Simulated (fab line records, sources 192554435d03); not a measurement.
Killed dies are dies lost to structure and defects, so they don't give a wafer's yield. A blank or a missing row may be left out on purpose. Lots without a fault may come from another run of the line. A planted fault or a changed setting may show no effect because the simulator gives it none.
Which tool did it? | flow n5_finfet | 24 lots, 72 wafers sampled, at 2 steps of a route of 1938

WHAT THE GAUGES READ, wafer by wafer
N5_BEOL_M0_SAQP_CD_MEAS_14: target cd 42.5 nm. Usual: cd_nm 42.4 nm, standard deviation 0.34.
lot  | measured     | on        | cd_nm (nm)     | flag
L074 | day 5 19:45  | cd_sem-02 | 42.8 42.7 43.2 |
L076 | day 6 03:38  | cd_sem-03 | 42.6 41.9 42.9 |
L075 | day 6 06:02  | cd_sem-02 | 42.6 42.5 42.4 |
L077 | day 6 09:34  | cd_sem-03 | 42.6 41.9 42.5 |
L078 | day 6 22:58  | cd_sem-02 | 42.0 42.1 41.9 |
L079 | day 7 04:04  | cd_sem-01 | 42.1 42.8 42.8 |
L080 | day 7 07:52  | cd_sem-01 | 42.4 41.9 42.2 |
L083 | day 7 23:52  | cd_sem-03 | 42.7 42.7 42.4 |
L081 | day 8 03:31  | cd_sem-03 | 42.5 42.1 42.5 |
L084 | day 8 05:49  | cd_sem-03 | 42.1 42.4 42.1 |
L082 | day 8 10:07  | cd_sem-03 | 42.7 42.7 42.2 |
L085 | day 8 13:27  | cd_sem-02 | 42.3 42.7 42.6 |
L086 | day 8 15:44  | cd_sem-02 | 42.5 42.4 42.5 |
L087 | day 9 00:38  | cd_sem-02 | 41.9 42.0 42.1 |
L088 | day 9 02:32  | cd_sem-02 | 42.6 43.0 42.3 |
L089 | day 9 06:34  | cd_sem-03 | 42.2 42.4 42.6 |
L090 | day 9 12:25  | cd_sem-03 | 41.6 42.5 42.2 |
L091 | day 9 15:27  | cd_sem-01 | 42.3 42.0 42.6 |
L092 | day 9 23:34  | cd_sem-01 | 42.4 42.3 42.3 |
L093 | day 10 11:08 | cd_sem-03 | 41.8 41.9 41.8 |
L094 | day 10 15:14 | cd_sem-03 | 42.3 42.4 42.0 |
L095 | day 10 19:05 | cd_sem-02 | 41.8 42.1 42.7 |
L096 | day 11 05:14 | cd_sem-02 | 42.2 42.3 42.1 |
L097 | day 11 13:05 | cd_sem-03 | 42.5 42.9 42.4 |

WHICH TOOL RAN EACH LOT (tool, then ch and the chambers of the sampled wafers, then the start)
lot  | N5_BEOL_M0_SAQP_HM_DEP_02
L074 | pvd_sputter-02, day 5 18:56
L076 | pvd_sputter-01, day 6 02:56
L075 | pvd_sputter-01, day 6 05:20
L077 | pvd_sputter-02, day 6 08:44
L078 | pvd_sputter-03, day 6 22:16
L079 | pvd_sputter-01, day 7 03:23
L080 | pvd_sputter-02, day 7 07:02
L083 | pvd_sputter-02, day 7 23:02
L081 | pvd_sputter-02, day 8 02:42
L084 | pvd_sputter-02, day 8 05:07
L082 | pvd_sputter-03, day 8 09:19
L085 | pvd_sputter-03, day 8 12:45
L086 | pvd_sputter-02, day 8 15:02
L087 | pvd_sputter-02, day 8 23:49
L088 | pvd_sputter-02, day 9 01:43
L089 | pvd_sputter-02, day 9 05:45
L090 | pvd_sputter-03, day 9 11:43
L091 | pvd_sputter-02, day 9 14:38
L092 | pvd_sputter-01, day 9 22:52
L093 | pvd_sputter-03, day 10 10:19
L094 | pvd_sputter-02, day 10 14:32
L095 | pvd_sputter-02, day 10 18:23
L096 | pvd_sputter-02, day 11 04:20
L097 | pvd_sputter-03, day 11 12:15
- N5_BEOL_M0_SAQP_HM_DEP_02: deposits TiN, target thk 12 nm.

WHAT THE TOOLS THEMSELVES READ (means of the sampled wafers that have a number; where no wafer has one, the mark that the record gives instead)
N5_BEOL_M0_SAQP_HM_DEP_02. Usual: throttle_valve_pct 29.3 %, standard deviation 0.76.
lot  | tool           | throttle_valve_pct (%) | flag
L074 | pvd_sputter-02 | 29.5                   |
L076 | pvd_sputter-01 | 29.5                   |
L075 | pvd_sputter-01 | 30.6                   |
L077 | pvd_sputter-02 | 28.9                   |
L078 | pvd_sputter-03 | 29.4                   |
L079 | pvd_sputter-01 | 30.3                   |
L080 | pvd_sputter-02 | 29.3                   |
L083 | pvd_sputter-02 | 28.7                   |
L081 | pvd_sputter-02 | 28.8                   |
L084 | pvd_sputter-02 | 29.1                   |
L082 | pvd_sputter-03 | 29.1                   |
L085 | pvd_sputter-03 | 29.1                   |
L086 | pvd_sputter-02 | 28.8                   |
L087 | pvd_sputter-02 | 29.1                   |
L088 | pvd_sputter-02 | 29.2                   |
L089 | pvd_sputter-02 | 28.9                   |
L090 | pvd_sputter-03 | 29.2                   |
L091 | pvd_sputter-02 | 29.0                   |
L092 | pvd_sputter-01 | 30.8                   |
L093 | pvd_sputter-03 | 29.1                   |
L094 | pvd_sputter-02 | 29.3                   |
L095 | pvd_sputter-02 | 29.1                   |
L096 | pvd_sputter-02 | 29.2                   |
L097 | pvd_sputter-03 | 29.3                   |

THE ANSWER, worked out from the rows above alone
Rule: a lot is off if the mean of its wafers that have a number lies more than 3 standard deviations from the usual mean. A lot without any number at a reading at which 4 lots or more have one is off too. The other lots that the step has rows for count as sound. The gauges are gone through in route order, then the tools' own readings, and for those a lot's mean is taken as printed above. The first step at which some lot is off is used, and at that step the reading that is off furthest; a lot without a number counts as furthest.
No lot is off at any reading shown: from this, nothing can be told.

WHAT THE SIMULATOR HAD PUT IN
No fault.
